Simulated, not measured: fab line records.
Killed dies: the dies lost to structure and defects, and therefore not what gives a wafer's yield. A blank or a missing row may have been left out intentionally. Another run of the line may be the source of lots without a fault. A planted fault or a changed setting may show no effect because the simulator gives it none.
Matching of chambers	flow nandHarc	NHARC_P_M2_ETCH_35 on rieDiel-04 has 4 sister chambers
The step etches the open film in N2/H2, target depth 40 nm, overetch 12 nm, time 43.94 s. 18 wafers are shown with their chamber, then 9 later ones without.

EACH WAFER AND ITS CHAMBER
wafer	chamber	rfVppV (V)	oesProductAu (a.u.)	throttleValvePct (%)
L077.1	2	431.6	1.007	14.180
L077.4	0	429.6	1.005	14.167
L077.6	2	431.2	0.996	14.166
L081.2	0	426.9	1.001	14.169
L081.3	3	434.3	0.998	14.169
L081.6	1	430.3	1.003	14.192
L080.4	0	429.2	1.007	14.156
L080.5	0	428.6	1.003	14.175
L080.6	3	435.1	1.002	14.164
L092.1	1	432.1	1.006	14.155
L092.2	3	435.9	0.984	14.171
L092.6	3	434.4	1.001	14.155
L091.4	2	430.9	0.994	14.166
L091.5	2	432.3	1.002	14.180
L091.6	1	432.4	1.009	14.186
L094.1	3	435.3	0.998	14.167
L094.3	2	430.6	1.002	14.167
L094.6	1	431.4	1.006	14.176

SIGNATURES, as means of the wafers listed above
reading	chamber 0	chamber 1	chamber 2	chamber 3	scatter within a chamber
rfVppV	428.575	431.550	431.320	435.000	0.86
oesProductAu	1.00400	1.00600	1.00020	0.99660	0.00506
throttleValvePct	14.16675	14.17725	14.17180	14.16520	0.00986
Rule: a wafer lies at a distance from a chamber equal to the root of the sum of squares, over the readings, of (its reading less the chamber's mean, divided by the reading's scatter). If the next closest chamber is less than 2 further off than the closest, the wafer can't be placed; otherwise it belongs to the closest. The scatter is the square root of a quotient: the sum, over the shown wafers, of each reading's squared deviation from its chamber's mean, divided by wafers minus chambers.

WAFERS WITHOUT THEIR CHAMBER
wafer	rfVppV (V)	oesProductAu (a.u.)	throttleValvePct (%)
L095.2	428.3	0.998	14.168
L095.4	434.3	0.985	14.172
L095.5	434.4	1.001	14.160
L097.1	429.5	1.020	14.180
L097.2	431.9	1.011	14.170
L097.6	431.8	1.011	14.181
L096.1	436.1	1.000	14.170
L096.4	428.2	1.014	14.172
L096.5	431.7	1.005	14.172

EACH ONE'S CHAMBER
wafer	from the rows above	in truth
L095.2	0	0
L095.4	3	3
L095.5	3	3
L097.1	can't be placed: 0 or 1 or 2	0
L097.2	can't be placed: 1 or 2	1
L097.6	can't be placed: 1 or 2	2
L096.1	3	3
L096.4	0	0
L096.5	can't be placed: 1 or 2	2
Correct placement for 5 of the 9. Unplaceable from these rows: 4, with the true chamber sitting among the candidates in 4. Placed wrongly: 0.
